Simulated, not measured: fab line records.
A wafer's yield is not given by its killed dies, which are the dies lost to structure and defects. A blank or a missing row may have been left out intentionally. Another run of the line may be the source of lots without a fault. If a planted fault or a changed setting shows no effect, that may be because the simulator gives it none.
What tool caused it? | flow n5 finfet | at 1 step of a route of 1938, 12 lots with 36 wafers sampled

## WHAT THE GAUGES READ, wafer by wafer
N5_BEOL_M7_CD_MEAS_11: target cd 38.5 nm.
lot  | measured     | on        | cd nm (nm)
L074 | day 8 23:44  | cd sem-01 | 38.6 38.2 38.7
L077 | day 9 14:18  | cd sem-03 | 38.5 38.8 38.5
L079 | day 10 07:56 | cd sem-02 | 39.3 38.8 38.7
L081 | day 11 02:24 | cd sem-03 | 38.8 38.2 37.7
L083 | day 11 14:05 | cd sem-02 | 38.5 38.4 38.5
L085 | day 11 17:59 | cd sem-02 | 38.3 37.8 37.8
L087 | day 12 03:17 | cd sem-01 | 39.5 39.2 38.9
L088 | day 12 14:41 | cd sem-02 | 38.0 38.1 38.8
L092 | day 13 04:00 | cd sem-02 | 37.9 38.7 38.9
L094 | day 14 07:08 | cd sem-02 | 38.0 38.0 38.2
L095 | day 14 09:11 | cd sem-02 | 38.1 38.0 38.6
L097 | day 14 10:26 | cd sem-03 | 38.9 39.2 39.5

## TOOL THAT RAN EACH LOT (tool first, then ch and the chambers of the sampled wafers, then the start)
The record holds no process step before these readings.

## THE ANSWER, worked out from the rows above alone
Rule: the lots themselves supply what counts as usual. The widest of any qualifying gaps counts: lots, ordered by their means at a reading, are off when they make up no more than a third of the lots, leave a main group of 4 or more, and stand apart from it by 3 or more times the standard deviation of that group's means. A main group is skipped when, at the precision printed for the reading in the tables above, its means are all equal. A lot without any number at a reading at which 4 lots or more have one is off too. Where the step has rows for the other lots, those lots are counted as sound.
No lot is off on any of the readings shown, so nothing can be concluded from this.

## WHAT HAD BEEN PUT IN BY THE SIMULATOR
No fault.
